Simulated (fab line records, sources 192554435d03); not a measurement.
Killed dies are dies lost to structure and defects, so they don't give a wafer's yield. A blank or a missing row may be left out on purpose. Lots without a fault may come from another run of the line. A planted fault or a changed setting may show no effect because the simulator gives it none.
Split-lot experiment | flow n5_finfet | 7 lots, 21 wafers read, on a route of 1938 steps

THE SPLIT
At N5_MOL_CONTACT_COAG_ALD_27 (deposits SiOC, target thk 17 nm, pulse time 1.5 s, time 2720 s), the setting ald_cycles was moved away from the recipe's 340 on 11 of the 21 wafers read, by -10.3% to +10.0%. The other wafers ran this setting at the recipe's value.

The reading is taken at the split's own step.

THE READING
SiOC_of_MOL_CONTACT_COAG_ALD_27.thk_nm (the simulator's own value, which no gauge read), in nm, at N5_MOL_CONTACT_COAG_ALD_27 (deposits SiOC, target thk 17 nm, pulse time 1.5 s, time 2720 s). The file gives no usual value for it. The 10 wafers here that ran the recipe average 17.0 nm, standard deviation 0.06 nm.

wafer  | tool, chamber at the split | ald_cycles as run | against the recipe | SiOC_of_MOL_CONTACT_COAG_ALD_27.thk_nm, nm | against lot-mates on the recipe
L074.1 | ald_sin-03, 1,0,2          | 340               | recipe             | 17                                         | -
L074.3 | ald_sin-03, 1,0,2          | 340               | recipe             | 17                                         | -
L074.5 | ald_sin-03, 1,0,2          | 340               | recipe             | 17                                         | -
L076.2 | ald_sin-03, 3              | 323               | -5.0%              | 16                                         | no lot-mate on the recipe
L076.3 | ald_sin-03, 0,1            | 323               | -5.0%              | 16.2                                       | no lot-mate on the recipe
L076.5 | ald_sin-03, 0,1            | 323               | -5.0%              | 16.2                                       | no lot-mate on the recipe
L082.4 | ald_sin-04, 0              | 305               | -10.3%             | 15.2                                       | -1.8
L082.5 | ald_sin-04, 3,0            | 340               | recipe             | 17                                         | -
L082.6 | ald_sin-04, 3,0            | 340               | recipe             | 17                                         | -
L083.1 | ald_sin-03, 1,2,3          | 340               | recipe             | 17                                         | -
L083.3 | ald_sin-03, 1,2,3          | 340               | recipe             | 17                                         | -
L083.5 | ald_sin-03, 1,2,3          | 340               | recipe             | 17                                         | -
L084.2 | ald_sin-02, 3              | 340               | recipe             | 16.8                                       | -
L084.3 | ald_sin-02, 1,0            | 357               | +5.0%              | 17.8                                       | +1.0
L084.4 | ald_sin-02, 1,0            | 357               | +5.0%              | 17.8                                       | +1.0
L088.1 | ald_sin-02, 0              | 374               | +10.0%             | 18.6                                       | no lot-mate on the recipe
L088.2 | ald_sin-02, 1,3            | 374               | +10.0%             | 18.8                                       | no lot-mate on the recipe
L088.3 | ald_sin-02, 1,3            | 374               | +10.0%             | 18.8                                       | no lot-mate on the recipe
L090.1 | ald_sin-04, 0              | 340               | recipe             | 17                                         | -
L090.2 | ald_sin-04, 1,2            | 372               | +9.4%              | 18.6                                       | +1.6
L090.4 | ald_sin-04, 1,2            | 372               | +9.4%              | 18.6                                       | +1.6
Where a row lists several chambers, the file gives one row for several wafers and doesn't say which wafer went through which chamber.

THE FIT
A straight line over all 21 wafers: SiOC_of_MOL_CONTACT_COAG_ALD_27.thk_nm changes by +0.173 nm for each +1% of ald_cycles; r = +1.00; the points scatter about the line by 0.071 nm.
The same after taking each lot's own level away (the mean of its wafers on the recipe; 15 wafers): +0.175 nm for each +1%; r = +1.00; scatter 0.051 nm.
On that fit, the largest move of ald_cycles shifts the reading by 1.8 nm.
The lots' own levels span 16.80 to 17.00 nm, that is 3.3 times the standard deviation above.
So the lot-to-lot level changes the slope little: the two slopes agree.
Check: with one of the wafers moved furthest among these (-10.3%) left out of the fit, the line predicts -1.79 nm for it against its lot-mates. It came out at -1.8 nm against them.

OTHER SPLITS ON THESE WAFERS
These wafers also went through other splits before the reading. Each is held against what the fit with the lots' levels taken away leaves over:
other split on the same wafers | wafers away from the commonest value | r with SiOC_of_MOL_CONTACT_COAG_ALD_27.thk_nm (lot level and that fit taken away)
N5_GATE_CUT_EXPOSE_10 dose_mj  | 9                                    | +0.18

THE FILE'S OWN FIT
SiOC_of_MOL_CONTACT_COAG_ALD_27.thk_nm changes by +0.176 nm for each +1% of ald_cycles, r = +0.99.
